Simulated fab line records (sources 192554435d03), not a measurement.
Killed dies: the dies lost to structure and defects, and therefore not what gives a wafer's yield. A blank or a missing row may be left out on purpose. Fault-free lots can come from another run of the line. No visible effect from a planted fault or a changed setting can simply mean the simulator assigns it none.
fab line records + flow n5Finfet
[record]
- lots = 6
- wafers = 18
- lastDay = 15
route steps=1938 shown BEOL_M12@1638 PASSIVATION@1936
lots untouched by any fault: they come from a run of this same line in which no faults occurred
startH: start of the lot's first displayed wafer, in hours after the record's first day + waitH: how many hours have passed since the lot's step before this one + " repeats the value in the row above + L1.1+2: a row that stands for several wafers + - value missing, or start not given + * or withheld: withheld + < > ~ a bound
route shown NAME@n: names a module that has steps shown in the file, with the first one's number in the route + usual: average and standard deviation across the fault-free wafers + same: alike in all rows + chamber/n: place in a boat + sites: each site's reading + _std_site: their standard deviation + _edge_site: outer sites' mean less inner sites' + radiusMm: how far each site lies from the wafer's centre + mask NAME#n: copy n + behind: the tool/chamber that last shaped the wafer + hold: why the lot went on hold/how many hours it stayed there/how the hold came to an end + device: names the non-switching transistor (n, p or np) + end of line: the tests these same wafers got at the end of their route + for a step that has no rows: nothing shown but its recipe + killed: dies lost to structure and defects at the first sort, not the wafer's yield + map: a wafer's dies, x killed, . not, _ none there
set.NAME: the setting that was run; set.NAME@STEP: the one run at that earlier step + model.NAME: the simulator's own value behind a step, which no gauge read
lots seen at some steps along the route; tables by step, rows by wafer
services: the hour from which a tool's chamber was out of use, counted from the record's first day as startH (under 0 if before that day), plus the number of hours and why
[[steps]]
[step N5_BEOL_M12_STRIP_69]
[recipe]
- chemistry = N2/H2
- tempC = 40
- n2FlowSccm = 200
- h2FlowSccm = 200
- rfFrequencyHz = 6e+07
[step N5_BEOL_M12_TRENCH_ETCH_34]
[recipe]
- chemistry = C4F8/O2/Ar
- target = SiOC
- targetDepthA = 3189.5
- maskMaterial = SOC
- pressureMtorr = 30
- sourceW = 3000
- biasW = 700
- Ar_flow_sccm = 400
- C4F8_flow_sccm = 15
- O2_flow_sccm = 8
- heInnerTorr = 15
- heOuterTorr = 30
- timeS = 125.5
- ionEnergyEv = 250
[step N5_BEOL_M12_STRIP_70]
[recipe]
- chemistry = C4F8/O2/Ar
- resist = SiARC
- rfFrequencyHz = 6e+07
[step N5_BEOL_M12_OCD_MEAS_35]
[usual]
- trenchDepthNm = 319/3.5
| lot.wafer | tool   | chamber | startH | waitH | trenchDepthNm |
|-----------|--------|---------|--------|-------|---------------|
| L935.3    | ocd-02 | -       | 247.43 | 0.0   | 313           |
| L935.4    | "      | -       | "      | "     | 324           |
| L935.6    | "      | -       | "      | "     | 323           |
| L939.1    | ocd-01 | -       | 262.86 | 0.0   | 323           |
| L939.2    | "      | -       | "      | "     | 326           |
| L939.6    | "      | -       | "      | "     | 320           |
| L945.3    | ocd-01 | -       | 312.64 | 0.0   | 314           |
| L945.5    | "      | -       | "      | "     | 317           |
| L945.6    | "      | -       | "      | "     | 312           |
| L946.2    | ocd-01 | -       | 321.00 | 0.0   | 313           |
| L946.3    | "      | -       | "      | "     | 322           |
| L946.4    | "      | -       | "      | "     | 324           |
| L948.2    | ocd-02 | -       | 321.14 | 0.0   | 317           |
| L948.3    | "      | -       | "      | "     | 320           |
| L948.6    | "      | -       | "      | "     | 321           |
| L947.1    | ocd-02 | -       | 322.85 | 0.0   | 315           |
| L947.2    | "      | -       | "      | "     | 317           |
| L947.4    | "      | -       | "      | "     | 317           |
[step N5_BEOL_M12_STRIP_37]
[recipe]
- chemistry = N2/H2
- powerW = 1000
- tempC = 250
- h2Frac = 0.65
- overashFraction = 0.3
- pressureMtorr = withheld
- n2FlowSccm = 1750
- h2FlowSccm = 3250
[usual]
- drypumpMotorCurrentA = 5.90/0.13
- heaterPowerW = 345/25
- oesProductAu = 0.791/0.011
| lot.wafer | tool           | chamber | startH | waitH | drypumpMotorCurrentA | heaterPowerW | oesProductAu | rfHoursCounterH |
|-----------|----------------|---------|--------|-------|----------------------|--------------|--------------|-----------------|
| L935.3    | plasmaAsher-01 | 0       | 247.49 | 0.1   | 5.97                 | 330          | 0.790        | -               |
| L935.4    | "              | 1       | "      | "     | 5.98                 | 388          | 0.794        | -               |
| L935.6    | "              | 0       | "      | "     | 5.99                 | 331          | 0.776        | -               |
| L939.1    | plasmaAsher-02 | 0       | 262.90 | 0.0   | 5.63                 | 351          | 0.811        | 67              |
| L939.2    | "              | 1       | "      | "     | 5.93                 | 323          | 0.795        | 67              |
| L939.6    | "              | 0       | "      | "     | 5.66                 | 338          | 0.788        | -               |
| L945.3    | plasmaAsher-02 | 0       | 312.70 | 0.1   | 5.67                 | 343          | 0.792        | -               |
| L945.5    | "              | 1       | "      | "     | 5.90                 | 330          | 0.775        | -               |
| L945.6    | "              | 0       | "      | "     | 5.64                 | 339          | 0.782        | -               |
| L946.2    | plasmaAsher-02 | 1       | 321.04 | 0.0   | 5.91                 | 325          | 0.766        | 79              |
| L946.3    | "              | 1       | "      | "     | 5.92                 | 323          | 0.787        | -               |
| L946.4    | "              | 0       | "      | "     | 5.65                 | 343          | 0.786        | -               |
| L948.2    | plasmaAsher-01 | 0       | 321.18 | 0.0   | 5.99                 | 323          | 0.796        | 144             |
| L948.3    | "              | 1       | "      | "     | 5.96                 | 382          | 0.771        | -               |
| L948.6    | "              | 1       | "      | "     | 5.98                 | 377          | 0.785        | -               |
| L947.1    | plasmaAsher-02 | 1       | 322.89 | 0.0   | 5.90                 | 323          | 0.803        | 80              |
| L947.2    | "              | 0       | "      | "     | 5.66                 | 341          | 0.805        | 80              |
| L947.4    | "              | 1       | "      | "     | 5.90                 | 326          | 0.790        | -               |
[step N5_BEOL_M12_ETCH_38]
[recipe]
- chemistry = CF4/N2
- target = SiCN
- targetDepthA = 687
- taperDeg = 2
- timeS = 73.4
- ionEnergyEv = 150
- maskMaterial = SiO2
- pressureMtorr = 40
- sourceW = 430
- biasW = 70
- Ar_flow_sccm = 100
- cf4FlowSccm = 60
- n2FlowSccm = 60
[usual]
- drypumpMotorCurrentA = 5.9/0.4
- oesProductAu = 0.83/0.081
- rfFwdPowerW = 428.5/1.3
- rfVppV = 382.3/1.8
- showerheadPlenumPTorr = 2.21/0.064
- throttleValvePct = 15.24/0.22
| lot.wafer | tool       | chamber | startH | waitH | drypumpMotorCurrentA | oesProductAu | rfFwdPowerW | rfHoursCounterH | rfVppV | showerheadPlenumPTorr | throttleValvePct |
|-----------|------------|---------|--------|-------|----------------------|--------------|-------------|-----------------|--------|-----------------------|------------------|
| L935.3    | rieDiel-02 | 3       | 247.55 | -     | 5.9                  | 0.77         | 428.4       | 118             | 381.9  | 2.22                  | 15.48            |
| L935.4    | "          | 0       | "      | "     | 5.5                  | 0.78         | 428.4       | -               | 383.1  | 2.21                  | 15.09            |
| L935.6    | "          | 2       | "      | "     | 5.6                  | 0.90         | 426.7       | -               | 384.0  | 2.25                  | 15.60            |
| L939.1    | rieDiel-03 | 1       | 264.21 | -     | 5.8                  | 0.69         | 428.8       | 238             | 383.1  | 2.26                  | 15.49            |
| L939.2    | "          | 2       | "      | "     | 6.4                  | 0.70         | 427.1       | 230             | 379.5  | 2.09                  | 15.48            |
| L939.6    | "          | 0       | "      | "     | 6.3                  | 0.89         | 428.6       | -               | 381.0  | 2.16                  | 14.92            |
| L945.3    | rieDiel-03 | 3       | 313.66 | -     | 6.3                  | 0.89         | 429.3       | 29              | 381.3  | 2.17                  | 15.37            |
| L945.5    | "          | 2       | "      | "     | 6.4                  | 0.68         | 429.5       | -               | 379.6  | 2.08                  | 15.50            |
| L945.6    | "          | 0       | "      | "     | 6.3                  | 0.86         | 427.7       | -               | 381.7  | 2.15                  | 14.97            |
| L946.2    | rieDiel-03 | 3       | 321.42 | -     | 6.3                  | 0.91         | 429.3       | 31              | 381.9  | 2.17                  | 15.37            |
| L946.3    | "          | 1       | "      | "     | 5.8                  | 1.00         | 428.7       | 1               | 383.4  | 2.26                  | 15.04            |
| L946.4    | "          | 2       | "      | "     | 6.4                  | 0.68         | 428.4       | 249             | 380.0  | 2.08                  | 15.51            |
| L948.2    | rieDiel-01 | 2       | 322.22 | -     | 5.6                  | 0.72         | 427.3       | 231             | 381.7  | 2.18                  | 15.31            |
| L948.3    | "          | 3       | "      | "     | 6.2                  | 0.80         | 428.0       | 100             | 385.1  | 2.31                  | 15.21            |
| L948.6    | "          | 2       | "      | "     | 5.6                  | 0.72         | 427.3       | -               | 381.6  | 2.18                  | 15.31            |
| L947.1    | rieDiel-03 | 1       | 327.32 | -     | 5.8                  | 0.97         | 427.9       | 3               | 383.9  | 2.26                  | 15.02            |
| L947.2    | "          | 3       | "      | "     | 6.3                  | 0.88         | 427.8       | 33              | 380.0  | 2.17                  | 15.38            |
| L947.4    | "          | 1       | "      | "     | 5.8                  | 0.97         | 428.3       | -               | 383.6  | 2.26                  | 15.05            |
[step N5_BEOL_M12_PRECLEAN_39]
[recipe]
- chemistry = residueRemover
- timeS = 60
- tempC = 40
[step N5_BEOL_M12_SRD_40]
[recipe]
- timeS = 30
- tempC = 23
- rinseLiquid = diw
- dry = n2Spin
- spinRpm = 1500
- dryTimeS = 30
[step N5_BEOL_M12_DEGAS_41]
[recipe]
- ambient = vacuum
- tempC = 250
- timeS = 60
[usual]
- heaterPowerW = 328/39
| lot.wafer | tool          | chamber | startH | waitH | heaterPowerW |
|-----------|---------------|---------|--------|-------|--------------|
| L935.3    | pvdSputter-03 | -       | 247.74 | 0.0   | 357          |
| L935.4    | "             | -       | "      | "     | 300          |
| L935.6    | "             | -       | "      | "     | 390          |
| L939.1    | pvdSputter-03 | -       | 264.84 | 0.5   | 304          |
| L939.2    | "             | -       | "      | "     | 263          |
| L939.6    | "             | -       | "      | "     | 298          |
| L945.3    | pvdSputter-03 | -       | 313.97 | 0.2   | 266          |
| L945.5    | "             | -       | "      | "     | 405          |
| L945.6    | "             | -       | "      | "     | 365          |
| L946.2    | pvdSputter-01 | -       | 321.81 | 0.2   | 335          |
| L946.3    | "             | -       | "      | "     | 349          |
| L946.4    | "             | -       | "      | "     | 275          |
| L948.2    | pvdSputter-01 | -       | 322.73 | 0.3   | 340          |
| L948.3    | "             | -       | "      | "     | 275          |
| L948.6    | "             | -       | "      | "     | 348          |
| L947.1    | pvdSputter-03 | -       | 327.68 | 0.2   | 384          |
| L947.2    | "             | -       | "      | "     | 350          |
| L947.4    | "             | -       | "      | "     | 296          |
[step N5_BEOL_M12_PRE_CLEAN_42]
[recipe]
- gas = H2/He
- timeS = 30
- tempC = 250
[usual]
- heaterPowerW = 327/38
| lot.wafer | tool          | chamber | startH | waitH | heaterPowerW |
|-----------|---------------|---------|--------|-------|--------------|
| L935.3    | pvdSputter-03 | -       | 247.78 | 0.0   | 360          |
| L935.4    | "             | -       | "      | "     | 309          |
| L935.6    | "             | -       | "      | "     | 387          |
| L939.1    | pvdSputter-03 | -       | 264.88 | 0.0   | 298          |
| L939.2    | "             | -       | "      | "     | 269          |
| L939.6    | "             | -       | "      | "     | 297          |
| L945.3    | pvdSputter-03 | -       | 314.01 | 0.0   | 269          |
| L945.5    | "             | -       | "      | "     | 393          |
| L945.6    | "             | -       | "      | "     | 371          |
| L946.2    | pvdSputter-01 | -       | 321.85 | 0.0   | 330          |
| L946.3    | "             | -       | "      | "     | 340          |
| L946.4    | "             | -       | "      | "     | 281          |
| L948.2    | pvdSputter-01 | -       | 322.77 | 0.0   | 329          |
| L948.3    | "             | -       | "      | "     | 280          |
| L948.6    | "             | -       | "      | "     | 337          |
| L947.1    | pvdSputter-03 | -       | 327.72 | 0.0   | 403          |
| L947.2    | "             | -       | "      | "     | 369          |
| L947.4    | "             | -       | "      | "     | 303          |
[step N5_BEOL_M12_SPUTTER_43]
[recipe]
- material = TaN
- targetThkA = 150
- tempC = 50
- biasV = 168.6
- powerW = 15000
- chamberPressurePa = 0.12
- timeS = 24.19
[step N5_BEOL_M12_SPUTTER_44]
[recipe]
- material = Ta
- targetThkA = 100
- tempC = 50
- biasV = 80
- powerW = 15000
- chamberPressurePa = 0.07
- timeS = 16.13
[usual]
- cathodeDcPowerW = 15000/2.5
- throttleValvePct = 30.7/0.74
| lot.wafer | tool          | chamber | startH | waitH | cathodeDcPowerW | throttleValvePct |
|-----------|---------------|---------|--------|-------|-----------------|------------------|
| L935.3    | pvdSputter-03 | -       | 247.90 | 0.0   | 15002           | 31.2             |
| L935.4    | "             | -       | "      | "     | 15000           | 29.5             |
| L935.6    | "             | -       | "      | "     | 14998           | 30.4             |
| L939.1    | pvdSputter-03 | -       | 265.00 | 0.0   | 15001           | 29.4             |
| L939.2    | "             | -       | "      | "     | 15000           | 30.1             |
| L939.6    | "             | -       | "      | "     | 15002           | 29.3             |
| L945.3    | pvdSputter-03 | -       | 314.13 | 0.0   | 15000           | 30.0             |
| L945.5    | "             | -       | "      | "     | 15002           | 30.8             |
| L945.6    | "             | -       | "      | "     | 14999           | 31.3             |
| L946.2    | pvdSputter-01 | -       | 321.97 | 0.0   | 14998           | 31.6             |
| L946.3    | "             | -       | "      | "     | 14998           | 30.6             |
| L946.4    | "             | -       | "      | "     | 14998           | 30.5             |
| L948.2    | pvdSputter-01 | -       | 322.89 | 0.0   | 15003           | 31.8             |
| L948.3    | "             | -       | "      | "     | 15002           | 30.6             |
| L948.6    | "             | -       | "      | "     | 14996           | 30.5             |
| L947.1    | pvdSputter-03 | -       | 327.84 | 0.0   | 14997           | 30.5             |
| L947.2    | "             | -       | "      | "     | 15002           | 31.0             |
| L947.4    | "             | -       | "      | "     | 14994           | 29.5             |
[step N5_BEOL_M12_SPUTTER_45]
[recipe]
- material = Cu
- targetThkA = 800
- tempC = -20
- biasV = 60
- powerW = 26000
- chamberPressurePa = 0.13
- timeS = 13.33
[usual]
- cathodeDcPowerW = 26000/4.8
- throttleValvePct = 30.7/0.78
| lot.wafer | tool          | chamber | startH | waitH | cathodeDcPowerW | throttleValvePct |
|-----------|---------------|---------|--------|-------|-----------------|------------------|
| L935.3    | pvdSputter-03 | -       | 247.98 | 0.0   | 26002           | 31.1             |
| L935.4    | "             | -       | "      | "     | 25998           | 29.4             |
| L935.6    | "             | -       | "      | "     | 26003           | 30.6             |
| L939.1    | pvdSputter-03 | -       | 265.08 | 0.0   | 26003           | 29.2             |
| L939.2    | "             | -       | "      | "     | 25996           | 30.0             |
| L939.6    | "             | -       | "      | "     | 26001           | 29.5             |
| L945.3    | pvdSputter-03 | -       | 314.21 | 0.0   | 27904           | 30.1             |
| L945.5    | "             | -       | "      | "     | 27897           | 30.6             |
| L945.6    | "             | -       | "      | "     | 27891           | 31.2             |
| L946.2    | pvdSputter-01 | -       | 322.05 | 0.0   | 26003           | 32.0             |
| L946.3    | "             | -       | "      | "     | 25996           | 30.4             |
| L946.4    | "             | -       | "      | "     | 26011           | 30.8             |
| L948.2    | pvdSputter-01 | -       | 322.97 | 0.0   | 25998           | 31.5             |
| L948.3    | "             | -       | "      | "     | 25991           | 30.7             |
| L948.6    | "             | -       | "      | "     | 26005           | 30.4             |
| L947.1    | pvdSputter-03 | -       | 327.92 | 0.0   | 27897           | 30.7             |
| L947.2    | "             | -       | "      | "     | 27895           | 30.9             |
| L947.4    | "             | -       | "      | "     | 27894           | 29.4             |
[step N5_BEOL_M12_ECD_47]
[recipe]
- material = Cu
- targetThkA = 7200
[step N5_PASSIVATION_PROBE_49]
[usual]
- defectLimitedYield = 91.4/1.5
- killed_at_M0_to_M3 = 31/11
- killed_at_M4_up = 13/5.5
- killedAtContacts = 13/6.3
- killedAtFrontEnd = 40/13
- killedAtOther = 3.3/2.6
- killedDies = 101/18
- killedOpen = 67/13
- killedShort = 33/7.9
- sort_bin_5_function = 5.1/1
- sort_bin_6_memory = 3.2/0.68
- sortNPass = 1079/18
- sortYieldPct = 91.4/1.5
[same]
- grossDies = 1180
- killedAtBackSide = 0
- sort_bin_4_leakage[%] = 0
- sort_bin_8_speed[%] = 0
| lot.wafer | tool      | chamber | startH | waitH | defectLimitedYield[%] | killed_at_M0_to_M3 | killed_at_M4_up | killedAtContacts | killedAtFrontEnd | killedAtOther | killedDies | killedOpen | killedShort | sort_bin_5_function[%] | sort_bin_6_memory[%] | sortNPass | sortYieldPct[%] |
|-----------|-----------|---------|--------|-------|-----------------------|--------------------|-----------------|------------------|------------------|---------------|------------|------------|-------------|------------------------|----------------------|-----------|-----------------|
| L935.3    | prober-02 | -       | 281.81 | 0.1   | 91.4                  | 36                 | 6               | 17               | 41               | 1             | 101        | 64         | 37          | 5.8                    | 2.4                  | 1079      | 91.4            |
| L935.4    | prober-02 | -       | 281.86 | 0.2   | 90.0                  | 39                 | 28              | 27               | 23               | 1             | 118        | 82         | 36          | 5.9                    | 3.7                  | 1062      | 90.0            |
| L935.6    | prober-02 | -       | 281.96 | 0.3   | 89.7                  | 50                 | 28              | 8                | 36               | 0             | 122        | 75         | 46          | 6.3                    | 3.7                  | 1058      | 89.7            |
| L939.6    | prober-02 | -       | 298.01 | 0.3   | 93.4                  | 23                 | 14              | 11               | 30               | 0             | 78         | 52         | 26          | 3.7                    | 2.7                  | 1102      | 93.4            |
// killed by level:class
L935.3 STI_FIN_REVEAL:geometricParticle:open=15 MOL_CONTACT_COAG:geometricParticle:open=13 BEOL_M0_SAQP:geometricParticle:short=10 BEOL_M0_SAQP:geometricParticle:open=8 BEOL_M0:geometricParticle:short=8 FIN_SAQP:geometricParticle:short=7 DUMMY_GATE:geometricParticle:open=5 MOL_CONTACT_COAG:geometricParticle:short=4
L935.4 MOL_CONTACT_COAG:geometricParticle:open=23 BEOL_M4:geometricParticle:open=19 BEOL_M3:geometricParticle:open=7 FIN_SAQP:geometricParticle:short=6 BEOL_M1:geometricParticle:open=6 BEOL_M1:geometricParticle:short=5 BEOL_M2:geometricParticle:short=5 MOL_CONTACT_COAG:geometricParticle:short=4
L935.6 BEOL_M4:geometricParticle:open=11 BEOL_M0_SAQP:geometricParticle:short=10 FIN_SAQP:geometricParticle:open=7 BEOL_M0_SAQP:geometricParticle:open=7 BEOL_M3:geometricParticle:open=7 BEOL_M2:geometricParticle:open=6 BEOL_M0:geometricParticle:short=6 BEOL_M1:geometricParticle:open=6
L939.6 FIN_SAQP:geometricParticle:short=9 MOL_CONTACT_COAG:geometricParticle:open=9 BEOL_M2:geometricParticle:open=7 FIN_SAQP:geometricParticle:open=6 BEOL_M4:geometricParticle:open=5 STI_FIN_REVEAL:geometricParticle:open=4 BEOL_M0_SAQP:geometricParticle:open=4 BEOL_M1:geometricParticle:open=4
[[services]]
| tool           | chamber | startH | hours | kind                         |
|----------------|---------|--------|-------|------------------------------|
| rieDiel-01     | 3       | 225.93 | 4.2   | repair                       |
| plasmaAsher-02 | -       | 226.21 | 0.5   | repair                       |
| rieDiel-02     | 1       | 238.88 | -     | clean                        |
| rieDiel-02     | 1       | 238.88 | -     | consumableReplace:focusRing  |
| rieDiel-02     | 1       | 238.88 | -     | consumableReplace:showerhead |
| rieDiel-02     | 1       | 238.88 | 29.3  | scheduledDown                |
| rieDiel-02     | 1       | 238.88 | 29.3  | ventCycle                    |
| rieDiel-03     | 1       | 296.75 | -     | clean                        |
| rieDiel-03     | 1       | 296.75 | -     | consumableReplace:focusRing  |
| rieDiel-03     | 1       | 296.75 | 21.4  | scheduledDown                |
| rieDiel-03     | 1       | 296.75 | 21.4  | ventCycle                    |
| rieDiel-03     | -       | 297.60 | 0.3   | repair                       |
| rieDiel-03     | 2       | 307.14 | 2.8   | repair                       |
| rieDiel-03     | 2       | 325.56 | -     | clean                        |
| rieDiel-03     | 2       | 325.56 | -     | consumableReplace:focusRing  |
| rieDiel-03     | 2       | 325.56 | -     | consumableReplace:showerhead |
| rieDiel-03     | 2       | 325.56 | 22.2  | scheduledDown                |
| rieDiel-03     | 2       | 325.56 | 22.2  | ventCycle                    |
| rieDiel-01     | -       | 326.39 | 2.8   | pm                           |
[[key]]
[firstSign]
- step = N5_BEOL_M12_SPUTTER_45
- reading = cathodeDcPowerW
- direction = up
- sigmas = 99+
- usual = *
- struck = *
effect none on later readings
metAt N5_BEOL_M12_SPUTTER_45
struckWafers L945.3,L945.5,L945.6,L947.1,L947.2,L947.4
onsetBetween 265.08 314.21
[fault]
- kind = processParameterDrift
- tool = pvdSputter-03
- chamber = -
- onsetH = 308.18
- steps = N5_BEOL_M12_SPUTTER_45
- channel = powerW
- offset = *
- shape = step
- endH = 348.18
- actsIn = *
- stated = *
